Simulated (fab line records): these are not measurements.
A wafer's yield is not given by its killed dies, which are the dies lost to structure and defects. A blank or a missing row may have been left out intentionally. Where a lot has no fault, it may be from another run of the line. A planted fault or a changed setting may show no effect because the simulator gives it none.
fab line records :: flow n5_finfet
record
  lots=4
  wafers=12
  last_day=15
route steps=1938 shown BEOL_M11@1563 BEOL_M12@1602 PASSIVATION@1936
lots with no fault: from the same line, run without faults
start_h: hours from the record's first day to the start of the lot's first wafer shown :: wait_h: hours elapsed since this lot's preceding step :: " same as the row above :: L1.1+2: a single row standing in for several wafers :: - value missing, or start not given :: * or withheld: withheld :: < > ~ a bound
route shown NAME@n: names a module that has steps shown in the file, with the first one's number in the route :: usual: average and standard deviation across the fault-free wafers :: same: alike in all rows :: chamber/n: place in a boat :: sites: each site's reading :: _std_site: the values' standard deviation :: _edge_site: mean of outer sites minus mean of inner sites :: radius_mm: for every site, how far away it sits from the centre of the wafer :: mask NAME#n: copy n :: behind: tool/chamber where the wafer was last shaped :: hold: what put the lot on hold/how long, in hours/how the hold closed :: device: names the non-switching transistor (n, p or np) :: end of line: the tests these same wafers got at the end of their route :: a step without rows: its recipe alone :: killed: dies lost to structure and defects at the first sort, not the wafer's yield :: map: dies across one wafer; x = killed, . = not, _ = none there
set.NAME: setting as actually run; set.NAME@STEP: the setting as run at that earlier step :: model.NAME: the simulator's own value behind a step, which no gauge read
a table for each step, a row for each wafer; lots at some steps of the route
services: the hour from which a tool's chamber was out of use, counted from the record's first day as start_h (under 0 if before that day), plus the number of hours and why
## steps
# step N5_BEOL_M11_EBR_24
# recipe
  solvent=PGMEA
  ebr_width_mm=1.5
# step N5_BEOL_M11_SOFTBAKE_23
# recipe
  temp_c=110
  time_s=60
  resist=CAR-ArF
# step N5_BEOL_M11_EXPOSE_25
# recipe
  mask_id=V10
  na=1.35
  source_shape=annular
  sigma_inner=0.5
  sigma_outer=0.8
  polarization=unpolarized
  dose_mj=85.5
# step N5_BEOL_M11_PEB_26
# recipe
  peb_temp_c=withheld
  peb_time_s=60
  resist=CAR-ArF
# step N5_BEOL_M11_DEVELOP_27
# recipe
  develop_time_s=30
  developer=TMAH
  resist=CAR-ArF
  rinse_liquid=diw
  dry=air_spin
  dev_temp_c=23
# step N5_BEOL_M11_DESCUM_33
# recipe
  chemistry=O2
  time_s=7.9
  source_power_w=50
  bias_power_w=20
  pressure_mtorr=20
  rf_frequency_hz=2.712e+07
  temp_c=40
  resist=CAR-ArF
  o2_flow_sccm=225
# step N5_BEOL_M11_ETCH_65
# recipe
  chemistry=CF4
  target=SiARC
  target_depth_a=390
  mask_material=CAR-ArF
  time_s=65
  ion_energy_ev=80
  pressure_mtorr=40
  source_w=545
  bias_w=36
  Ar_flow_sccm=100
  cf4_flow_sccm=100
  ends=cleared
# step N5_BEOL_M11_ETCH_66
# recipe
  chemistry=N2/H2
  target=SOC
  target_depth_a=1200
  overetch_a=240
  mask_material=SiARC
  temp_c=40
  time_s=180
  ion_energy_ev=200
  pressure_mtorr=30
  source_w=840
  bias_w=150
  n2_flow_sccm=200
  h2_flow_sccm=200
# step N5_BEOL_M11_STRIP_69
# recipe
  chemistry=N2/H2
  temp_c=40
  n2_flow_sccm=200
  h2_flow_sccm=200
  rf_frequency_hz=6e+07
# step N5_BEOL_M11_VIA_ETCH_34
# recipe
  chemistry=C4F6/O2
  target=SiCOH_lowk
  target_depth_a=1845
  mask_material=SOC
  taper_deg=4
  time_s=69.2
  ion_energy_ev=250
  pressure_mtorr=30
  source_w=345
  bias_w=185
  Ar_flow_sccm=300
  C4F6_flow_sccm=10
  O2_flow_sccm=10
# usual
  drypump_motor_current_A=5.72/0.27
  oes_product_au=0.76/0.083
  rf_vpp_V=667/13
  showerhead_plenum_p_Torr=2.85/0.093
  throttle_valve_pct=20.97/0.24
lot.wafer: L856.1
tool: rie_diel-03
chamber: 1
start_h: 238.15
wait_h: 0.0
drypump_motor_current_A: 6.23
oes_product_au: 0.70
rf_hours_counter_h: 210
rf_vpp_V: 668
showerhead_plenum_p_Torr: 2.71
throttle_valve_pct: 21.12

lot.wafer: L856.3
tool: rie_diel-03
chamber: 3
start_h: 238.15
wait_h: 0.0
drypump_motor_current_A: 5.22
oes_product_au: 0.73
rf_hours_counter_h: 198
rf_vpp_V: 654
showerhead_plenum_p_Torr: 2.84
throttle_valve_pct: 21.10

lot.wafer: L856.4
tool: rie_diel-03
chamber: 1
start_h: 238.15
wait_h: 0.0
drypump_motor_current_A: 6.23
oes_product_au: 0.70
rf_hours_counter_h: -
rf_vpp_V: 669
showerhead_plenum_p_Torr: 2.71
throttle_valve_pct: 21.12

lot.wafer: L868.1
tool: rie_diel-03
chamber: 2
start_h: 303.04
wait_h: 0.0
drypump_motor_current_A: 5.52
oes_product_au: 0.86
rf_hours_counter_h: 34
rf_vpp_V: 674
showerhead_plenum_p_Torr: 3.02
throttle_valve_pct: 20.84

lot.wafer: L868.3
tool: rie_diel-03
chamber: 1
start_h: 303.04
wait_h: 0.0
drypump_motor_current_A: 6.23
oes_product_au: 0.69
rf_hours_counter_h: 233
rf_vpp_V: 669
showerhead_plenum_p_Torr: 2.70
throttle_valve_pct: 21.15

lot.wafer: L868.5
tool: rie_diel-03
chamber: 0
start_h: 303.04
wait_h: 0.0
drypump_motor_current_A: 5.39
oes_product_au: 0.69
rf_hours_counter_h: -
rf_vpp_V: 675
showerhead_plenum_p_Torr: 2.80
throttle_valve_pct: 21.05

lot.wafer: L869.1
tool: rie_diel-03
chamber: 1
start_h: 304.91
wait_h: 0.0
drypump_motor_current_A: 6.23
oes_product_au: 0.69
rf_hours_counter_h: 233
rf_vpp_V: 669
showerhead_plenum_p_Torr: 2.70
throttle_valve_pct: 21.15

lot.wafer: L869.4
tool: rie_diel-03
chamber: 0
start_h: 304.91
wait_h: 0.0
drypump_motor_current_A: 5.38
oes_product_au: 0.69
rf_hours_counter_h: 240
rf_vpp_V: 675
showerhead_plenum_p_Torr: 2.80
throttle_valve_pct: 21.06

lot.wafer: L869.5
tool: rie_diel-03
chamber: 3
start_h: 304.91
wait_h: 0.0
drypump_motor_current_A: 5.22
oes_product_au: 0.72
rf_hours_counter_h: -
rf_vpp_V: 653
showerhead_plenum_p_Torr: 2.83
throttle_valve_pct: 21.14

lot.wafer: L870.1
tool: rie_diel-05
chamber: 0
start_h: 321.81
wait_h: 0.0
drypump_motor_current_A: 5.83
oes_product_au: 0.73
rf_hours_counter_h: 193
rf_vpp_V: 655
showerhead_plenum_p_Torr: 2.72
throttle_valve_pct: 21.21

lot.wafer: L870.3
tool: rie_diel-05
chamber: 2
start_h: 321.81
wait_h: 0.0
drypump_motor_current_A: 5.54
oes_product_au: 0.83
rf_hours_counter_h: 86
rf_vpp_V: 663
showerhead_plenum_p_Torr: 2.87
throttle_valve_pct: 20.80

lot.wafer: L870.5
tool: rie_diel-05
chamber: 0
start_h: 321.81
wait_h: 0.0
drypump_motor_current_A: 5.83
oes_product_au: 0.73
rf_hours_counter_h: -
rf_vpp_V: 655
showerhead_plenum_p_Torr: 2.72
throttle_valve_pct: 21.21
# step N5_BEOL_M11_STRIP_73
# recipe
  chemistry=C4F6/O2
  resist=SiARC
  rf_frequency_hz=6e+07
# step N5_BEOL_M11_STRIP_36
# recipe
  chemistry=N2/H2
  power_w=450
  temp_c=40
  pressure_mtorr=20
  rf_frequency_hz=6e+07
  overash_fraction=0.3
  bias_power_w=7
  h2_frac=0.5
  n2_flow_sccm=200
  h2_flow_sccm=200
# step N5_BEOL_M11_TRENCH_ETCH_37
# recipe
  chemistry=C4F6/O2
  target_depth_a=1488.3
  target=SiCOH_lowk
  time_s=48
  ion_energy_ev=250
  pressure_mtorr=30
  source_w=345
  bias_w=185
  Ar_flow_sccm=300
  C4F6_flow_sccm=10
  O2_flow_sccm=10
# step N5_BEOL_M11_ETCH_41
# recipe
  chemistry=CH3F/O2
  target=SiCN
  target_depth_a=426
  taper_deg=2
  time_s=86
  ion_energy_ev=120
  mask_material=TiN
  pressure_mtorr=30
  source_w=395
  bias_w=75
  Ar_flow_sccm=150
  CH3F_flow_sccm=30
  O2_flow_sccm=20
# step N5_BEOL_M11_STRIP_77
# recipe
  chemistry=N2/H2
  time_s=10
  power_w=450
  temp_c=40
  pressure_mtorr=20
  rf_frequency_hz=6e+07
  bias_power_w=7
  n2_flow_sccm=200
  h2_flow_sccm=200
# step N5_BEOL_M11_HM_STRIP_39
# recipe
  chemistry=peroxide_tin_strip
  material=TiN
  target_depth_a=250
  temp_c=50
  time_s=158
# step N5_BEOL_M11_SRD_40
# recipe
  time_s=30
  temp_c=23
  rinse_liquid=diw
  dry=ipa_marangoni
# step N5_BEOL_M11_PRECLEAN_42
# recipe
  chemistry=residue_remover
  time_s=60
  temp_c=40
# step N5_BEOL_M11_SRD_43
# recipe
  time_s=30
  temp_c=23
  rinse_liquid=diw
  dry=ipa_marangoni
# step N5_BEOL_M11_CURE_72
# recipe
  temp_c=370
  time_s=120
  ambient=DMADMS/He
  material=SiCOH_lowk
# step N5_BEOL_M11_DEGAS_44
# recipe
  ambient=vacuum
  temp_c=250
  time_s=60
# step N5_BEOL_M11_PRE_CLEAN_45
# recipe
  gas=H2/He
  time_s=30
  temp_c=250
# step N5_BEOL_M11_ALD_74
# recipe
  material=TaN
  target_thk_a=20
  temp_c=275
  ald_precursor_family=PDMAT
  ald_co_reactant=NH3
  pressure_torr=3
  carrier_flow_sccm=1500
  pulse_time_s=2
  purge_time_s=3
  co_reactant_purge_time_s=2
  co_reactant_pulse_time_s=3
  ald_cycles=40
  precursor_vessel_temp_c=75
  precursor_vessel_pressure_torr=26.25
  precursor_vessel_carrier_sccm=1000
# step N5_BEOL_M11_SURFACE_TREAT_76
# recipe
  gas=Ar
  time_s=*
  ion_energy_ev=*
  ion_current_ma_cm2=0.5
  pressure_mtorr=*
  ar_flow_sccm=30
# step N5_BEOL_M11_CVD_75
# recipe
  material=Co
  target_thk_a=20
  temp_c=withheld
  precursor=CCTBA/H2
  pressure_torr=30
  time_s=138.9
# step N5_BEOL_M11_SPUTTER_48
# recipe
  material=Cu
  target_thk_a=120
  temp_c=-20
  bias_v=60
  power_w=26000
  chamber_pressure_pa=0.13
  time_s=2
# step N5_BEOL_M11_ECD_50
# recipe
  material=Cu
  target_thk_a=3180
# step N5_BEOL_M11_ANNEAL_51
# recipe
  temp_c=225
  time_s=90
  ambient=N2
# step N5_BEOL_M11_CMP_52
# recipe
  stop_on=SiCOH_lowk
  t_overpolish_s=7
  down_force_psi=1
  platen_rpm=50
  clearing_platen_down_force_psi=1.5
  clearing_platen_rpm=50
  post_cmp_clean=cu_alkaline
  target_thk_nm=140
  clearing_platen_pad_velocity_m_s=0.99484
  pad_velocity_m_s=0.99484
# step N5_BEOL_M11_PRE_CLEAN_55
# recipe
  gas=NH3
  time_s=15
  temp_c=withheld
  rf_power_w=300
# step N5_BEOL_M11_DEP_56
# recipe
  material=SiCN
  target_thk_a=300
  temp_c=withheld
  precursor=3MS/NH3
  pressure_torr=3
  rf_w=675
  time_s=10.5
# step N5_BEOL_M12_ILD_DEP_00
# recipe
  material=SiOC
  target_thk_a=6589.2
  temp_c=350
  precursor=DEMS/O2
  pressure_torr=5
  rf_w=500
  time_s=130.7
# step N5_BEOL_M12_COAT_58
# recipe
  resist=BARC
  temp_c=205
  time_s=60
  spin_rpm=1500
  resist_thk_nm=89
# step N5_PASSIVATION_PROBE_49
# usual
  defect_limited_yield=91.1/1.4
  killed_at_M0_to_M3=33/9.1
  killed_at_M4_up=14/5.6
  killed_at_contacts=13/5.7
  killed_at_front_end=42/12
  killed_at_other=4/3
  killed_dies=105/16
  killed_on_rim=13/4
  killed_open=69/11
  killed_short=34/7.5
  sort_bin_5_function=5.2/0.91
  sort_bin_6_memory=3.3/0.64
  sort_n_pass=1075/16
  sort_yield_pct=91.1/1.4
# same
  gross_dies=1180
  killed_at_back_side=0
  sort_bin_4_leakage[%]=0
  sort_bin_8_speed[%]=0
lot.wafer: L868.1
tool: prober-01
chamber: -
start_h: 344.70
wait_h: 0.0
defect_limited_yield[%]: 85.6
killed_at_M0_to_M3: 28
killed_at_M4_up: 70
killed_at_contacts: 17
killed_at_front_end: 47
killed_at_other: 8
killed_dies: 170
killed_on_rim: 28
killed_open: 80
killed_short: 24
sort_bin_5_function[%]: 8.1
sort_bin_6_memory[%]: 3.7
sort_n_pass: 1010
sort_yield_pct[%]: 85.6

lot.wafer: L868.3
tool: prober-01
chamber: -
start_h: 344.80
wait_h: 0.1
defect_limited_yield[%]: 77.9
killed_at_M0_to_M3: 31
killed_at_M4_up: 161
killed_at_contacts: 19
killed_at_front_end: 47
killed_at_other: 3
killed_dies: 261
killed_on_rim: 29
killed_open: 81
killed_short: 31
sort_bin_5_function[%]: 14.2
sort_bin_6_memory[%]: 3.9
sort_n_pass: 919
sort_yield_pct[%]: 77.9

lot.wafer: L868.5
tool: prober-01
chamber: -
start_h: 344.90
wait_h: 0.2
defect_limited_yield[%]: 88.1
killed_at_M0_to_M3: 28
killed_at_M4_up: 57
killed_at_contacts: 13
killed_at_front_end: 40
killed_at_other: 2
killed_dies: 140
killed_on_rim: 29
killed_open: 62
killed_short: 31
sort_bin_5_function[%]: 6.0
sort_bin_6_memory[%]: 4.1
sort_n_pass: 1040
sort_yield_pct[%]: 88.1

lot.wafer: L869.1
tool: prober-02
chamber: -
start_h: 345.99
wait_h: 0.0
defect_limited_yield[%]: 76.9
killed_at_M0_to_M3: 29
killed_at_M4_up: 171
killed_at_contacts: 17
killed_at_front_end: 51
killed_at_other: 4
killed_dies: 272
killed_on_rim: 22
killed_open: 81
killed_short: 37
sort_bin_5_function[%]: 14.7
sort_bin_6_memory[%]: 4.7
sort_n_pass: 908
sort_yield_pct[%]: 76.9

lot.wafer: L869.4
tool: prober-02
chamber: -
start_h: 346.14
wait_h: 0.2
defect_limited_yield[%]: 86.0
killed_at_M0_to_M3: 36
killed_at_M4_up: 66
killed_at_contacts: 10
killed_at_front_end: 49
killed_at_other: 4
killed_dies: 165
killed_on_rim: 30
killed_open: 81
killed_short: 39
sort_bin_5_function[%]: 7.7
sort_bin_6_memory[%]: 4.8
sort_n_pass: 1015
sort_yield_pct[%]: 86.0

lot.wafer: L869.5
tool: prober-02
chamber: -
start_h: 346.19
wait_h: 0.2
defect_limited_yield[%]: 83.1
killed_at_M0_to_M3: 24
killed_at_M4_up: 117
killed_at_contacts: 11
killed_at_front_end: 46
killed_at_other: 2
killed_dies: 200
killed_on_rim: 26
killed_open: 67
killed_short: 30
sort_bin_5_function[%]: 10.5
sort_bin_6_memory[%]: 4.2
sort_n_pass: 980
sort_yield_pct[%]: 83.1
# killed by level:class
L868.1 BEOL_M11:unspecified=65 FIN_SAQP:geometric_particle:open=17 MOL_CONTACT_COAG:geometric_particle:open=14 STI_FIN_REVEAL:geometric_particle:open=10 BEOL_M1:geometric_particle:open=7 BEOL_M3:geometric_particle:open=7 BEOL_M2:geometric_particle:open=5 BEOL_M3:geometric_particle:short=4
L868.3 BEOL_M11:unspecified=148 STI_FIN_REVEAL:geometric_particle:open=26 MOL_CONTACT_COAG:geometric_particle:open=14 BEOL_M3:geometric_particle:open=12 BEOL_M2:geometric_particle:open=8 MOL_CONTACT_COAG:geometric_particle:short=5 BEOL_M5:geometric_particle:short=4 FIN_SAQP:geometric_particle:short=3
L868.5 BEOL_M11:unspecified=42 STI_FIN_REVEAL:geometric_particle:open=10 BEOL_M2:geometric_particle:open=10 MOL_CONTACT_COAG:geometric_particle:open=8 BEOL_M3:geometric_particle:open=8 BEOL_M4:geometric_particle:open=8 MOL_CONTACT_COAG:geometric_particle:short=5 HKMG_FIN:area_etch=5
L869.1 BEOL_M11:unspecified=152 STI_FIN_REVEAL:geometric_particle:open=19 MOL_CONTACT_COAG:geometric_particle:open=11 FIN_SAQP:geometric_particle:open=9 BEOL_M0_SAQP:geometric_particle:open=9 BEOL_M4:geometric_particle:open=9 STI_FIN_REVEAL:geometric_particle:short=5 MOL_CONTACT_COAG:geometric_particle:short=5
L869.4 BEOL_M11:unspecified=42 STI_FIN_REVEAL:geometric_particle:open=15 BEOL_M4:geometric_particle:open=11 BEOL_M0_SAQP:geometric_particle:short=9 STARTING-WAFER:geometric_particle:open=8 MOL_CONTACT_COAG:geometric_particle:open=7 FIN_SAQP:geometric_particle:short=6 BEOL_M0_SAQP:geometric_particle:open=6
L869.5 BEOL_M11:unspecified=102 STI_FIN_REVEAL:geometric_particle:open=17 GATE_CUT:geometric_particle:short=8 MOL_CONTACT_COAG:geometric_particle:open=8 FIN_SAQP:geometric_particle:open=7 BEOL_M1:geometric_particle:open=7 BEOL_M0_SAQP:geometric_particle:open=6 BEOL_M4:geometric_particle:open=5
# map L868.3 (x killed, . not)
_________________.x...x......________________
______________....x....x........_____________
___________..............x.....xxxx__________
__________.......xx...x............x_________
________........x......x...........x.._______
_______..................x.............______
______.x................x.............x._____
_____..............xx....................____
____......................x.....x.....x.x.___
___...x............xx.x..........x...xx....__
___x....................x...........x....x.__
__............x......................xx.x..._
__.........x.x.....xx.........x...x..x.x.x.._
_.......x.x.x.x........x............x........
_.................................x.x........
_........................x..x................
_....x....xx....x.x........................x.
_..............x.....x...............xx.x....
_..x.....x....x........x...x.........x....x..
_.........x.xxxxx.xx.............x...........
_.........xxxxxxxxx......x...................
__....x.xxxxxxxxxx.xx......................._
__.....x.xxxxxxxxxxx.x.....x............x..._
___.....xxxxxxxxxxxxx.x.......x.x.........x__
___...xxxxxxxxxxxxxxxx.....................__
____x..xxxxxxxxxxxxx...........x.x.....xx.___
_____.xxxxxxxxxxxxxxxx..x..x.........x...____
______..xxxxxxxxxxxxx.....x..x....x....._____
_______x.xxxxxxxxxx.x.x....x...........______
________xxxxxxxxxxx..x..xx...x.....x.._______
__________xxxxxxxx..x..x............_________
___________xxxxx..x................__________
______________..x..x.......x...._____________
_________________..x.........________________
# map L869.1 (x killed, . not)
_________________.x..........________________
______________...x.x............_____________
___________...........x.......x....__________
__________.......xx..x......x......._________
________....x.................x....x.._______
_______.............x.....x....x......x______
______.................................._____
_____...x..................xx.x.x.......x____
____x...................x..x..............___
___x...........x...............x.x.........__
___.........x..x......x.x..................__
__...x....x.................x..........xx.x._
__...x.................x...x....x..........._
_..x..............x......x........x....xx....
_...x..x.................x........xx.........
_........x........................x.x....x...
_x..............x......x..x....x..........x..
_..........x..........xx.....................
_.............x..x.....xxx.x..........x...x..
_....x.xx.....x..xx.......x..................
_.......xx.xxxxxxxx..x.....xx...x........x...
__...x..xxxxxxxxxxx.x..x.........x.....x...x_
__....xxxxxxxxxxxxxx...x...x.x..x.x..x..x..x_
___...xxxxxxxxxxxxxxx..x.x..........x...x..__
___...xxxxxxxxxxxxxxx......................__
____.xxxxxxxxxxxxxxxxxx........x...x......___
_____.xxxxxxxxxxxxxxxx............x......____
______..xxxxxxxxxxxxxx.........x.....x.._____
_______x.xxxxxxxxxx.x............x.....______
________xxxxxxxxxxxxx.x..............._______
__________xxxxxxxxx.x....x...x.x.x.._________
___________.xx..x.x..x........x....__________
______________.........x....x..._____________
_________________............________________
## services
tool: rie_diel-03
chamber: 2
start_h: 214.25
hours: 38.8
kind: repair

tool: rie_diel-05
chamber: 2
start_h: 270.47
hours: 12.0
kind: repair

tool: rie_diel-05
chamber: 3
start_h: 312.55
hours: 6.6
kind: repair

tool: rie_diel-05
chamber: 2
start_h: 317.23
hours: 1.2
kind: repair
## key
first_sign
  step=N5_PASSIVATION_PROBE_49
  reading=killed_at_M4_up
  direction=up
  sigmas=16
  usual=14
  struck=107
effect
  step=N5_PASSIVATION_PROBE_49
  reading=defect_limited_yield
  direction=down
  sigmas=6
  usual=91.1
  struck=82.9
more_kills_born_at
  N5_BEOL_M11_VIA_ETCH_34@rie_diel-03=551
met_at N5_BEOL_M11_VIA_ETCH_34
struck_wafers L868.1,L868.3,L868.5,L869.1,L869.4,L869.5
onset_between 238.15 303.04
fault
  kind=chamber_particle_source
  tool=rie_diel-03
  chamber=-
  onset_h=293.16
  steps=N5_BEOL_M11_VIA_ETCH_34
  rate_per_visit_cm2=1.7557
  end_h=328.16
